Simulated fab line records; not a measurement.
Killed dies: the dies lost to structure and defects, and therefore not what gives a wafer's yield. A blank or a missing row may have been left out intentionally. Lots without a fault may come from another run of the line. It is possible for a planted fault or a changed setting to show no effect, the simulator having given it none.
A struck lot beside a sound one + flow nand harc + 13 steps out of a route of 1159
Sound: wafers L234.2, L234.4, L234.5. The struck wafers were L237.1, L237.2, L237.3. Last of all comes the cause.
Per side, at each step with rows, come the tool, then ch with its chambers, and then its first start. Under that, the readings that differ: sound wafers + struck wafers + difference of the means + sigmas: that difference in standard deviations of wafers without a fault.
alike: readings whose means differ by less than 2 such deviations, and words and numbers that are the same on both sides. not compared: withheld readings, readings that some wafer has no value for, bounds like >300 that may hide the same value, and numbers for which the record gives no deviation and whose values overlap.
Wherever a step has rows on one side only, a row that says differs or no value, or a row with sigmas, the two part there. Non-overlapping numbers with no deviation appear without sigmas and do not part them. A reading missing from all wafers of one side parts the sides only when that side holds two or more wafers.

first, 1 step without rows for these wafers: NHARC_THIN_TSV_SRD_23.
NHARC_THIN_TSV_DEGAS_53: time 60 s.
  sound: pvd sputter-01 at day 21 07:09; struck: pvd sputter-02 at day 22 02:45
  alike: heater power w
NHARC_THIN_TSV_PRE_CLEAN_54: time 30 s.
  sound: pvd sputter-01 at day 21 07:13; struck: pvd sputter-02 at day 22 02:50
  alike: heater power w
then, 8 steps without rows for these wafers: NHARC_THIN_TSV_PVD_55 (deposits TiN, target thk 50 nm); NHARC_THIN_TSV_PVD_24 (deposits Al, target thk 800 nm); NHARC_THIN_TSV_DEHYDRATE_25 (time 120 s); NHARC_THIN_TSV_HMDS_26 (time 30 s); NHARC_THIN_TSV_COAT_27; NHARC_THIN_TSV_SOFTBAKE_28 (time 95 s); NHARC_THIN_TSV_EBR_29; NHARC_THIN_TSV_EXPOSE_30 (exposes mask PAD).
NHARC_THIN_TSV_PEB_31: peb time 85 s.
  struck on litho track-03, day 22 03:41; sound on litho track-05 ch 0, day 21 08:13
  no value came back on the struck wafers for chill plate temp C (C), exhaust pa (Pa), heater power total W (W), resist line temp C (C); on the sound wafers chill plate temp C (C) reads 22.88 22.95 23.00
then, 1 step without rows for these wafers: NHARC_THIN_TSV_DEVELOP_32 (time 70 s).

== WHERE THEY PART ==
Within this record, at NHARC_THIN_TSV_PEB_31 only.

WHY: what the simulator had put in
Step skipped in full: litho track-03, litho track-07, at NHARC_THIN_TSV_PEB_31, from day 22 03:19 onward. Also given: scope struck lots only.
